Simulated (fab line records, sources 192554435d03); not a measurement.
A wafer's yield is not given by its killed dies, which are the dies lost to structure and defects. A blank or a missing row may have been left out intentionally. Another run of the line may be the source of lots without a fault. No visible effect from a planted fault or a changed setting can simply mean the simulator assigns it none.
Lot-split experiment	flow n5_finfet	on a route of 1938 steps: 7 lots, 39 wafers read

THE SPLIT
At N5_DUMMY_GATE_ETCH_37 (etches SOC in N2/H2, target depth 60 nm, overetch 30 nm), the setting source_w was moved away from the recipe's 840 W on 18 of the 39 wafers read, by -12.3% to +18.1%. All remaining wafers had this setting at the recipe value.

The split's own step is where the reading is taken.

THE READING
rf_vpp_V, in V, at N5_DUMMY_GATE_ETCH_37 (etches SOC in N2/H2, target depth 60 nm, overetch 30 nm). On this fab line, fault-free wafers typically give 524.4 V with a standard deviation of 2.5 V.

wafer	tool, chamber at the split	source_w as run, W	against the recipe	rf_vpp_V, V	against lot-mates on the recipe
L074.1	rie_diel-04, 1	977.3	+16.3%	502.3	-22.6
L074.2	rie_diel-04, 3	840	recipe	523.2	-
L074.3	rie_diel-04, 2	977.3	+16.3%	500.4	-24.5
L074.4	rie_diel-04, 0	840	recipe	527.0	-
L074.5	rie_diel-04, 3	977.3	+16.3%	497.1	-27.8
L074.6	rie_diel-04, 2	840	recipe	524.6	-
L076.1	rie_diel-05, 0	840	recipe	526.6	-
L076.2	rie_diel-05, 2	840	recipe	521.5	-
L076.3	rie_diel-05, 3	969.9	+15.5%	497.3	-27.6
L076.4	rie_diel-05, 1	840	recipe	526.5	-
L076.5	rie_diel-05, 1	969.9	+15.5%	499.8	-25.1
L076.6	rie_diel-05, 2	969.9	+15.5%	498.0	-26.9
L078.1	rie_diel-02, 2	840	recipe	526.0	-
L078.2	rie_diel-02, 1	788.1	-6.2%	535.2	+11.9
L078.3	rie_diel-02, 0	788.1	-6.2%	535.0	+11.7
L078.4	rie_diel-02, 3	840	recipe	520.2	-
L078.5	rie_diel-02, 0	840	recipe	523.8	-
L078.6	rie_diel-02, 1	788.1	-6.2%	535.4	+12.1
L080.1	rie_diel-02, 2	992.4	+18.1%	498.1	-23.4
L080.2	rie_diel-02, 0	992.4	+18.1%	496.5	-25.0
L080.3	rie_diel-02, 3	840	recipe	520.3	-
L080.4	rie_diel-02, 1	992.4	+18.1%	496.8	-24.7
L080.5	rie_diel-02, 0	840	recipe	524.1	-
L080.6	rie_diel-02, 3	840	recipe	520.0	-
L083.1	rie_diel-05, 0	840	recipe	525.1	-
L083.2	rie_diel-05, 1	840	recipe	524.5	-
L083.3	rie_diel-05, 3	840	recipe	521.9	-
L084.1	rie_diel-02, 1	840	recipe	526.1	-
L084.2	rie_diel-02, 2	736.3	-12.3%	550.9	+29.5
L084.3	rie_diel-02, 0	736.3	-12.3%	549.3	+27.9
L084.4	rie_diel-02, 3	840	recipe	519.7	-
L084.5	rie_diel-02, 3	840	recipe	518.3	-
L084.6	rie_diel-02, 0	736.3	-12.3%	548.9	+27.5
L092.1	rie_diel-02, 2	840	recipe	528.5	-
L092.2	rie_diel-02, 0	737.6	-12.2%	547.2	+20.8
L092.3	rie_diel-02, 3	737.6	-12.2%	551.2	+24.8
L092.4	rie_diel-02, 1	737.6	-12.2%	550.7	+24.3
L092.5	rie_diel-02, 3	840	recipe	526.7	-
L092.6	rie_diel-02, 0	840	recipe	523.9	-

FIT RESULTS
A straight line over all 39 wafers: rf_vpp_V changes by -1.7 V for each +1% of source_w; r = -0.98; the points scatter about the line by 3.1 V.
The same after taking each lot's own level away (the mean of its wafers on the recipe; 39 wafers): -1.7 V for each +1%; r = -0.98; scatter 3.2 V.
Per that fit: largest source_w move, reading shift of 31 V.
The span of the lots' own levels, 521.37 to 526.37 V, comes to 2.0 times the standard deviation stated above.
The two slopes agree, so the slope changes little with the lot-to-lot level.
Check: with one of the wafers moved furthest among these (+18.1%) left out of the fit, the line predicts -30 V for it against its lot-mates. It came out at -23.4 V against them.
Tool readings at the split's step, against how far the setting was moved: rf_vpp_V r = -0.98.

THE OTHER SPLITS THESE WAFERS WENT THROUGH
Note: prior to the reading, these wafers also went through further splits. Each is held against what the fit with the lots' levels taken away leaves over:
other split on the same wafers	wafers away from the commonest value	r with rf_vpp_V (lot level and that fit taken away)
N5_WELL_APT_IMPLANT_15 energy_kev	12	+0.14

FILE'S OWN FIT
rf_vpp_V changes by -1.67 V for each +1% of source_w, r = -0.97.
